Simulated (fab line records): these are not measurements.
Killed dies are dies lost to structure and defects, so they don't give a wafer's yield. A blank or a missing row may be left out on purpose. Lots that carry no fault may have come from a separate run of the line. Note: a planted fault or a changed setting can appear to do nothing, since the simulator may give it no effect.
Which tool was responsible?	flow nandHarc	24 lots with 72 wafers sampled at 4 steps, on a route of 1159 steps

WHAT THE GAUGES SHOWED, per wafer
NHARC_P_M1_CD_MEAS_16. Usual: cdNm reads 130.0 nm (standard deviation 0.81).
lot	measured	on	cdNm (nm)	flag
L074	day 6 09:42	cdSem-03	128.8 128.7 128.3	
L075	day 6 09:03	cdSem-03	130.0 128.9 129.1	
L076	day 6 17:58	cdSem-01	130.7 129.7 130.2	
L077	day 6 12:45	cdSem-01	128.1 129.5 128.4	
L078	day 6 23:32	cdSem-01	130.9 130.7 130.1	
L079	day 7 00:10	cdSem-03	129.8 130.1 129.2	
L080	day 7 23:02	cdSem-03	129.8 130.3 130.9	
L081	day 7 22:27	cdSem-03	131.5 130.8 130.5	
L082	day 7 21:58	cdSem-03	130.5 130.0 130.8	
L083	day 8 07:13	cdSem-03	129.4 130.0 130.8	
L084	day 8 16:08	cdSem-01	130.6 130.7 130.0	
L085	day 9 04:00	cdSem-03	130.8 130.5 130.0	
L086	day 9 03:23	cdSem-03	130.6 130.7 128.7	
L087	day 9 08:59	cdSem-01	130.4 131.0 130.2	
L088	day 9 14:45	cdSem-01	130.7 129.2 130.8	
L089	day 9 06:14	cdSem-01	130.0 131.5 130.5	
L090	day 10 06:30	cdSem-02	131.1 129.6 129.8	
L091	day 10 06:57	cdSem-01	130.4 131.0 130.3	
L092	day 10 12:29	cdSem-03	129.8 129.6 130.2	
L093	day 10 17:29	cdSem-01	130.5 130.7 130.5	
L094	day 10 19:28	cdSem-03	131.0 130.5 130.6	
L095	day 11 04:28	cdSem-01	130.8 131.1 130.2	
L096	day 11 10:46	cdSem-03	128.4 130.4 128.3	
L097	day 11 17:50	cdSem-01	128.8 128.2 129.1	

WHAT TOOL EACH LOT RAN ON (gives the tool, then ch and the chambers of the sampled wafers, and finally the start)
lot	NHARC_P_ZERO_WELL_ETCH_65	NHARC_P_M0_PRE_CLEAN_31	NHARC_P_M0_DEP_32
L074	rieDiel-01 ch 0,1,3, day 1 13:29	pecvd-03 ch 1,2, day 6 07:50	pecvd-03 ch 1,2, day 6 07:58
L075	rieDiel-01 ch 0,1,3, day 1 19:35	pecvd-03 ch 1,2, day 6 07:11	pecvd-03 ch 1,2, day 6 07:19
L076	rieDiel-09 ch 2,3, day 2 01:35	pecvd-03 ch 0,1,2, day 6 16:10	pecvd-03 ch 0,1,2, day 6 16:14
L077	rieDiel-01 ch 1,2,3, day 2 07:29	pecvd-04 ch 0,1, day 6 11:01	pecvd-04 ch 0,1, day 6 11:08
L078	rieDiel-01 ch 0,1,3, day 2 13:22	pecvd-04 ch 0,1,2, day 6 21:52	pecvd-04 ch 0,1,2, day 6 21:59
L079	rieDiel-01 ch 0,2, day 2 19:30	pecvd-04 ch 1,2, day 6 22:25	pecvd-04 ch 1,2, day 6 22:29
L080	rieDiel-01 ch 0,1,3, day 3 01:29	pecvd-04 ch 0,1, day 7 21:12	pecvd-04 ch 0,1, day 7 21:17
L081	rieDiel-09 ch 1,2,3, day 3 07:22	pecvd-04 ch 0,1, day 7 20:38	pecvd-04 ch 0,1, day 7 20:43
L082	rieDiel-01 ch 0,2, day 3 13:29	pecvd-04 ch 0,1, day 7 20:08	pecvd-04 ch 0,1, day 7 20:13
L083	rieDiel-07 ch 1,2,3, day 3 19:29	pecvd-03 ch 0,1,2, day 8 05:17	pecvd-03 ch 0,1,2, day 8 05:22
L084	rieDiel-07 ch 1,2,3, day 4 01:29	pecvd-03 ch 0,1,2, day 8 14:25	pecvd-03 ch 0,1,2, day 8 14:30
L085	rieDiel-07 ch 0,1,2, day 4 07:22	pecvd-03 ch 0,2, day 9 02:11	pecvd-03 ch 0,2, day 9 02:16
L086	rieDiel-07 ch 1,2,3, day 4 13:38	pecvd-03 ch 0,1, day 9 01:29	pecvd-03 ch 0,1, day 9 01:38
L087	rieDiel-01 ch 0,1,3, day 4 19:31	pecvd-03 ch 0,1,2, day 9 07:18	pecvd-03 ch 0,1,2, day 9 07:28
L088	rieDiel-01 ch 0,1,2, day 5 01:38	pecvd-03 ch 0,2, day 9 13:03	pecvd-03 ch 0,2, day 9 13:08
L089	rieDiel-09 ch 1,2,3, day 5 07:31	pecvd-01 ch 0,2, day 9 04:26	pecvd-01 ch 0,2, day 9 04:34
L090	rieDiel-07 ch 0,1, day 5 13:22	pecvd-04 ch 0,1,2, day 10 04:50	pecvd-04 ch 0,1,2, day 10 04:56
L091	rieDiel-07 ch 0,2,3, day 5 19:41	pecvd-01 ch 0,1,2, day 10 05:07	pecvd-01 ch 0,1,2, day 10 05:11
L092	rieDiel-01 ch 0,1,3, day 6 01:30	pecvd-03 ch 1,2, day 10 10:39	pecvd-03 ch 1,2, day 10 10:47
L093	rieDiel-01 ch 0,1,2, day 6 07:37	pecvd-01 ch 0,1,2, day 10 15:43	pecvd-01 ch 0,1,2, day 10 15:50
L094	rieDiel-09 ch 0,1, day 6 13:29	pecvd-03 ch 0,2, day 10 17:38	pecvd-03 ch 0,2, day 10 17:44
L095	rieDiel-07 ch 0,2,3, day 6 19:37	pecvd-03 ch 0,1,2, day 11 02:41	pecvd-03 ch 0,1,2, day 11 02:48
L096	rieDiel-09 ch 2,3, day 7 01:32	pecvd-04 ch 0,1,2, day 11 08:58	pecvd-04 ch 0,1,2, day 11 09:08
L097	rieDiel-01 ch 0,2, day 7 07:22	pecvd-04 ch 1,2, day 11 16:03	pecvd-04 ch 1,2, day 11 16:10
- NHARC_P_ZERO_WELL_ETCH_65: etches the open film in N2/H2, target depth 80 nm, overetch 24 nm, time 87.88 s.
- NHARC_P_M0_PRE_CLEAN_31: time 12 s.
- NHARC_P_M0_DEP_32: deposits SiCN, target thk 30 nm.

WHAT THE TOOLS THEMSELVES READ (means of the sampled wafers that have a number; where no wafer has one, the mark that the record gives instead)
NHARC_P_ZERO_WELL_ETCH_65. Usual: chamberPressureMTorr 30.000 mTorr, standard deviation 0.026; drypumpMotorCurrentA 5.7 A, standard deviation 0.52; h2FlowSccm 150.0 sccm, standard deviation 0.44; oesProductAu 1.002 a.u., standard deviation 0.013; rfVppV 430 V, standard deviation 3.2; showerheadPlenumPTorr 2.01 Torr, standard deviation 0.11; throttleValvePct 14.171 %, standard deviation 0.0088.
lot	tool	chamberPressureMTorr (mTorr)	drypumpMotorCurrentA (A)	h2FlowSccm (sccm)	oesProductAu (a.u.)	rfVppV (V)	showerheadPlenumPTorr (Torr)	throttleValvePct (%)	flag
L074	rieDiel-01	29.987	5.6	150.1	1.018	428	1.98	14.165	
L075	rieDiel-01	29.983	5.6	149.9	1.015	428	1.98	14.174	
L076	rieDiel-09	29.989	5.3	150.1	0.997	430	2.01	14.172	
L077	rieDiel-01	30.009	5.8	150.6	1.009	430	2.00	14.164	
L078	rieDiel-01	29.992	5.6	150.2	0.999	429	1.98	14.170	
L079	rieDiel-01	30.007	6.4	150.1	0.999	428	1.95	14.178	
L080	rieDiel-01	29.991	5.6	150.2	1.005	430	1.98	14.181	
L081	rieDiel-09	30.003	5.3	149.9	0.990	431	2.06	14.166	
L082	rieDiel-01	29.994	6.1	150.3	0.996	427	1.92	14.169	
L083	rieDiel-07	30.009	5.8	149.8	1.002	429	2.03	14.169	
L084	rieDiel-07	30.010	5.8	149.6	1.006	429	2.03	14.175	
L085	rieDiel-07	29.980	5.5	150.2	0.996	432	2.13	14.171	
L086	rieDiel-07	30.015	5.8	150.4	0.999	430	2.03	14.176	
L087	rieDiel-01	30.021	5.6	150.4	1.006	429	1.98	14.169	
L088	rieDiel-01	29.987	6.1	149.8	1.002	427	1.93	14.165	
L089	rieDiel-09	29.986	5.2	150.4	1.003	431	2.06	14.170	
L090	rieDiel-07	29.984	5.6	150.3	1.004	433	2.12	14.176	
L091	rieDiel-07	30.004	5.8	150.0	1.006	431	2.09	14.163	
L092	rieDiel-01	29.990	5.5	149.8	1.017	430	1.98	14.177	
L093	rieDiel-01	30.035	6.0	150.2	0.998	427	1.93	14.166	
L094	rieDiel-09	29.991	5.1	149.7	0.995	429	1.96	14.176	
L095	rieDiel-07	30.001	5.8	150.1	1.007	431	2.09	14.156	
L096	rieDiel-09	29.987	5.3	149.9	0.989	432	2.10	14.169	
L097	rieDiel-01	30.035	6.1	150.2	0.988	429	1.92	14.167	

NHARC_P_M0_PRE_CLEAN_31. Usual: heaterPowerW reads 647 W (standard deviation 70).
lot	tool	heaterPowerW (W)	flag
L074	pecvd-03	685	
L075	pecvd-03	711	
L076	pecvd-03	657	
L077	pecvd-04	548	
L078	pecvd-04	632	
L079	pecvd-04	630	
L080	pecvd-04	570	
L081	pecvd-04	539	
L082	pecvd-04	517	
L083	pecvd-03	661	
L084	pecvd-03	674	
L085	pecvd-03	684	
L086	pecvd-03	702	
L087	pecvd-03	655	
L088	pecvd-03	682	
L089	pecvd-01	657	
L090	pecvd-04	606	
L091	pecvd-01	656	
L092	pecvd-03	672	
L093	pecvd-01	691	
L094	pecvd-03	654	
L095	pecvd-03	696	
L096	pecvd-04	629	
L097	pecvd-04	652	

NHARC_P_M0_DEP_32. Usual: chamberPressureTorr 3.000 Torr, standard deviation 0.0072; heaterPowerW 597 W, standard deviation 74.
lot	tool	chamberPressureTorr (Torr)	heaterPowerW (W)	flag
L074	pecvd-03	2.999	605	
L075	pecvd-03	2.994	590	
L076	pecvd-03	2.997	640	
L077	pecvd-04	2.999	470	
L078	pecvd-04	3.005	574	
L079	pecvd-04	3.001	622	
L080	pecvd-04	3.000	440	
L081	pecvd-04	2.999	475	
L082	pecvd-04	2.996	491	
L083	pecvd-03	2.992	629	
L084	pecvd-03	3.001	630	
L085	pecvd-03	3.001	610	
L086	pecvd-03	2.987	617	
L087	pecvd-03	2.992	606	
L088	pecvd-03	2.996	631	
L089	pecvd-01	3.005	605	
L090	pecvd-04	3.004	569	
L091	pecvd-01	2.997	638	
L092	pecvd-03	3.000	629	
L093	pecvd-01	2.998	614	
L094	pecvd-03	2.997	654	
L095	pecvd-03	3.004	635	
L096	pecvd-04	3.001	586	
L097	pecvd-04	3.002	579	

THE ANSWER, worked out from the rows above alone
Rule: take the mean of a lot's wafers that have a number; if it is more than 3 standard deviations from the usual mean, the lot is off. Also off: a lot with no number at a reading for which 4 or more lots have one. All remaining lots with rows at the step are treated as sound. The gauges are gone through in route order, then the tools' own readings, and for those a lot's mean is taken as printed above. The first step at which some lot is off is used, and at that step the reading that is off furthest; a lot without a number counts as furthest.
No lot is off at any reading shown: from this, nothing can be told.

WHAT THE SIMULATOR HAD INSERTED
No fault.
